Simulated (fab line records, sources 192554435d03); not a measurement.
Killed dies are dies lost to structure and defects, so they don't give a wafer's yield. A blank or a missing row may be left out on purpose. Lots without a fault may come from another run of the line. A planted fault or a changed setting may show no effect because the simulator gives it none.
Split-lot experiment | flow n5_finfet | 7 lots, 21 wafers read, on a route of 1938 steps

THE SPLIT
At N5_PASSIVATION_VIA_ETCH_13 (etches SiO2 in CHF3/O2, target depth 660 nm, time 330 s), the setting source_w was moved away from the recipe's 650 W on 9 of the 21 wafers read, by -17.8% to +15.2%. The other wafers ran this setting at the recipe's value.

The reading is taken at the split's own step.

THE READING
rf_vpp_V, in V, at N5_PASSIVATION_VIA_ETCH_13 (etches SiO2 in CHF3/O2, target depth 660 nm, time 330 s). Fault-free wafers of this fab line usually give 526 V, standard deviation 5.6 V.

wafer  | tool, chamber at the split | source_w as run, W | against the recipe | rf_vpp_V, V | against lot-mates on the recipe
L074.1 | rie_diel-02, 2             | 690.2              | +6.2%              | 508         | -18
L074.5 | rie_diel-02, 0             | 690.2              | +6.2%              | 513         | -13
L074.6 | rie_diel-02, 3             | 650                | recipe             | 526         | -
L077.1 | rie_diel-06, 3             | 650                | recipe             | 517         | -
L077.2 | rie_diel-06, 0             | 650                | recipe             | 517         | -
L077.3 | rie_diel-06, 1             | 650                | recipe             | 518         | -
L082.1 | rie_diel-06, 2             | 650                | recipe             | 534         | -
L082.4 | rie_diel-06, 1             | 650                | recipe             | 517         | -
L082.5 | rie_diel-06, 1             | 650                | recipe             | 518         | -
L083.3 | rie_diel-03, 0             | 748.6              | +15.2%             | 496         | -36
L083.4 | rie_diel-03, 3             | 748.6              | +15.2%             | 497         | -35
L083.6 | rie_diel-03, 3             | 650                | recipe             | 532         | -
L091.1 | rie_diel-03, 2             | 573.2              | -11.8%             | 555         | +23
L091.2 | rie_diel-03, 3             | 573.2              | -11.8%             | 566         | +34
L091.4 | rie_diel-03, 0             | 650                | recipe             | 532         | -
L092.2 | rie_diel-02, 2             | 650                | recipe             | 521         | -
L092.5 | rie_diel-02, 0             | 534                | -17.8%             | 583         | +58
L092.6 | rie_diel-02, 3             | 650                | recipe             | 528         | -
L094.1 | rie_diel-03, 3             | 709.6              | +9.2%              | 509         | -23
L094.3 | rie_diel-03, 0             | 650                | recipe             | 532         | -
L094.5 | rie_diel-03, 2             | 709.6              | +9.2%              | 500         | -32

THE FIT
A straight line over all 21 wafers: rf_vpp_V changes by -2.56 V for each +1% of source_w; r = -0.95; the points scatter about the line by 7.3 V.
The same after taking each lot's own level away (the mean of its wafers on the recipe; 21 wafers): -2.69 V for each +1%; r = -0.97; scatter 5.2 V.
On that fit, the largest move of source_w shifts the reading by 48 V.
The lots' own levels span 517.3 to 532.0 V, that is 2.6 times the standard deviation above.
So the lot-to-lot level changes the slope little: the two slopes agree.
Check: with one of the wafers moved furthest among these (-17.8%) left out of the fit, the line predicts +43.7 V for it against its lot-mates. It came out at +58.5 V against them.
Tool readings at the split's step, against how far the setting was moved: rf_vpp_V r = -0.95.

OTHER SPLITS ON THESE WAFERS
These wafers also went through other splits before the reading. Each is held against what the fit with the lots' levels taken away leaves over:
other split on the same wafers | wafers away from the commonest value | r with rf_vpp_V (lot level and that fit taken away)
N5_BEOL_M15_EXPOSE_25 dose_mj  | 11                                   | -0.09

THE FILE'S OWN FIT
rf_vpp_V changes by -2.81 V for each +1% of source_w, r = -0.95.
